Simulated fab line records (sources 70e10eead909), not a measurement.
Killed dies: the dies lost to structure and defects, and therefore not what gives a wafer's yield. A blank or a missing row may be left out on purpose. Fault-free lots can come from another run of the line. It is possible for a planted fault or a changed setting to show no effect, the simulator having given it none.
Matching of chambers ; flow nand harc ; NHARC_A_CHANNEL_FILL_D2_ALD_14 on ald hk-04: 4 sister chambers
The step deposits SiO2, target thk 2.5 nm, pulse time 10 s, ald cycles 25. 8 wafers are shown with their chamber, then 9 later ones without.

## WAFERS WITH THEIR CHAMBER
wafer;chamber;heater power w (W);susceptor temp C (C)
L076.4;0;379;299.60
L076.5;0;371;299.90
L084.6;2;484;299.83
L088.4;1;505;299.64
L088.5;3;412;300.21
L089.2;2;477;300.22
L089.4;3;432;300.12
L089.6;1;498;300.08

## WAFERS WITHOUT THEIR CHAMBER
wafer;heater power w (W);susceptor temp C (C)
L093.3;412;299.98
L093.4;463;299.96
L093.5;502;299.98
L092.3;394;300.10
L092.4;498;299.75
L092.5;385;300.13
L095.2;421;300.11
L095.5;423;300.00
L095.6;478;300.00

## WHICH CHAMBER EACH ONE RAN IN
wafer;from the rows above;in truth
L093.3;3;3
L093.4;2;2
L093.5;1;1
L092.3;can't be placed: 0 or 3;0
L092.4;can't be placed: 1 or 2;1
L092.5;0;0
L095.2;3;3
L095.5;3;3
L095.6;2;2
Correct placement for 7 of the 9. Cannot be placed on the basis of these rows: 2; the candidates contain the true chamber in 2. 0 placed wrongly.
How it was worked out, from the rows above alone: a wafer's distance from a chamber is the root of the sum, over the readings, of the square of ((its reading less the chamber's mean) divided by the reading's scatter). The wafer belongs to the nearest chamber; if the next one is less than 2 further off, it can't be placed. For every chamber, the mean is computed from those of its wafers that are shown. The scatter: the root of (the sum of the squares of (reading less its chamber's mean) over the shown wafers, divided by (wafers less chambers)).
